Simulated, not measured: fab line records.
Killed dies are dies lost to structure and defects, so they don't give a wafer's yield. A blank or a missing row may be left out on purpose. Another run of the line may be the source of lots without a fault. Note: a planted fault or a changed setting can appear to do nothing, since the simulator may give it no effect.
Chamber matching	flow n5_finfet	rie_si-05 running N5_DUMMY_GATE_ETCH_44: 4 sister chambers
The step etches poly-Si in HBr/O2, stops on SiO2, target depth 127.5 nm. 16 wafers are shown with their chamber, then 8 later ones without.

== WAFERS PAIRED WITH THEIR CHAMBERS ==
wafer	chamber	drypump_motor_current_A (A)	throttle_valve_pct (%)	oes_product_au (a.u.)
L851.2	0	5.9	18.57	0.706
L851.4	3	6.6	18.68	0.727
L851.5	2	5.1	18.26	0.722
L853.2	2	5.1	18.26	0.730
L853.4	0	5.9	18.57	0.727
L853.6	1	6.2	18.42	0.732
L855.3	0	5.9	18.58	0.725
L855.5	0	5.9	18.58	0.719
L855.6	1	6.3	18.43	0.734
L859.2	2	5.1	18.24	0.729
L859.4	3	6.6	18.72	0.728
L859.6	2	5.1	18.24	0.726
L860.1	2	5.1	18.25	0.722
L860.2	1	6.3	18.42	0.725
L860.4	0	5.9	18.57	0.715
L862.2	1	6.3	18.41	0.733

SIGNATURES (means of the wafers above)
reading	chamber 0	chamber 1	chamber 2	chamber 3	scatter within a chamber
drypump_motor_current_A	5.900	6.275	5.100	6.600	0.025
throttle_valve_pct	18.5740	18.4200	18.2500	18.7000	0.0113
oes_product_au	0.71840	0.73100	0.72580	0.72750	0.0057
Rule: for a wafer and a chamber, the distance is found by dividing, reading by reading, the gap between the wafer's reading and the chamber's mean by the reading's scatter, squaring, summing and taking the root. The wafer belongs to the nearest chamber; if the next one is less than 2 further off, it can't be placed. How the scatter is found: for the shown wafers, subtract from each reading the mean of its chamber, square and add these, divide the total by (wafers less chambers), then take the root.

== WAFERS WITHOUT THEIR CHAMBER ==
wafer	drypump_motor_current_A (A)	throttle_valve_pct (%)	oes_product_au (a.u.)
L862.3	5.1	18.24	0.723
L862.6	5.9	18.58	0.717
L865.1	6.6	18.71	0.715
L865.2	5.9	18.56	0.722
L865.6	5.1	18.23	0.714
L866.4	5.9	18.57	0.737
L866.5	6.3	18.42	0.734
L866.6	5.1	18.24	0.726

== CHAMBER TAKEN BY EACH ==
wafer	from the rows above	in truth
L862.3	2	2
L862.6	0	0
L865.1	3	3
L865.2	0	0
L865.6	2	2
L866.4	0	0
L866.5	1	1
L866.6	2	2
Placed correctly: 8 of 8. Can't be placed from these rows: 0. Wrongly placed: 0.
